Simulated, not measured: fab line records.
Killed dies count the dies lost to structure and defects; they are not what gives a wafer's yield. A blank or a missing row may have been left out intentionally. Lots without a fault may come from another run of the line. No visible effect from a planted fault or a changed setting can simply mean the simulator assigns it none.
Matching of chambers | flow n5-finfet | N5_MOL_CONTACT_COAG_ETCH_89 on rie-diel-01: 4 sister chambers
The step etches underlayer in N2/H2, target depth 13 nm, time 10.4 s. 8 wafers are shown with their chamber, then 7 later ones without.

## EACH WAFER AND ITS CHAMBER
wafer  | chamber | showerhead-plenum-p-Torr (Torr) | drypump-motor-current-A (A)
L078.1 | 1       | 2.50                            | 5.3
L083.5 | 1       | 2.50                            | 5.4
L083.6 | 0       | 2.69                            | 5.2
L085.2 | 2       | 2.47                            | 5.6
L085.4 | 3       | 2.52                            | 6.1
L085.6 | 3       | 2.52                            | 6.1
L091.3 | 0       | 2.68                            | 5.2
L091.4 | 2       | 2.46                            | 5.6

## WAFERS WITHOUT THEIR CHAMBER
wafer  | showerhead-plenum-p-Torr (Torr) | drypump-motor-current-A (A)
L091.6 | 2.51                            | 6.2
L093.2 | 2.46                            | 5.6
L093.5 | 2.67                            | 5.2
L093.6 | 2.46                            | 5.5
L097.1 | 2.46                            | 5.6
L097.3 | 2.51                            | 6.2
L097.4 | 2.46                            | 5.6

## CHAMBER TAKEN BY EACH
wafer  | from the rows above | in truth
L091.6 | 3                   | 3
L093.2 | 2                   | 2
L093.5 | 0                   | 0
L093.6 | 2                   | 2
L097.1 | 2                   | 2
L097.3 | 3                   | 3
L097.4 | 2                   | 2
Correct placement for 7 of the 7. Not placeable from these rows: 0. Wrongly placed: 0.
How it was worked out, from the rows above alone: a wafer's distance from a chamber is the root of the sum, over the readings, of the square of ((its reading less the chamber's mean) divided by the reading's scatter). If the next closest chamber is less than 2 further off than the closest, the wafer can't be placed; otherwise it belongs to the closest. Each chamber's mean is taken over the wafers shown for it. The scatter: the root of (the sum of the squares of (reading less its chamber's mean) over the shown wafers, divided by (wafers less chambers)).
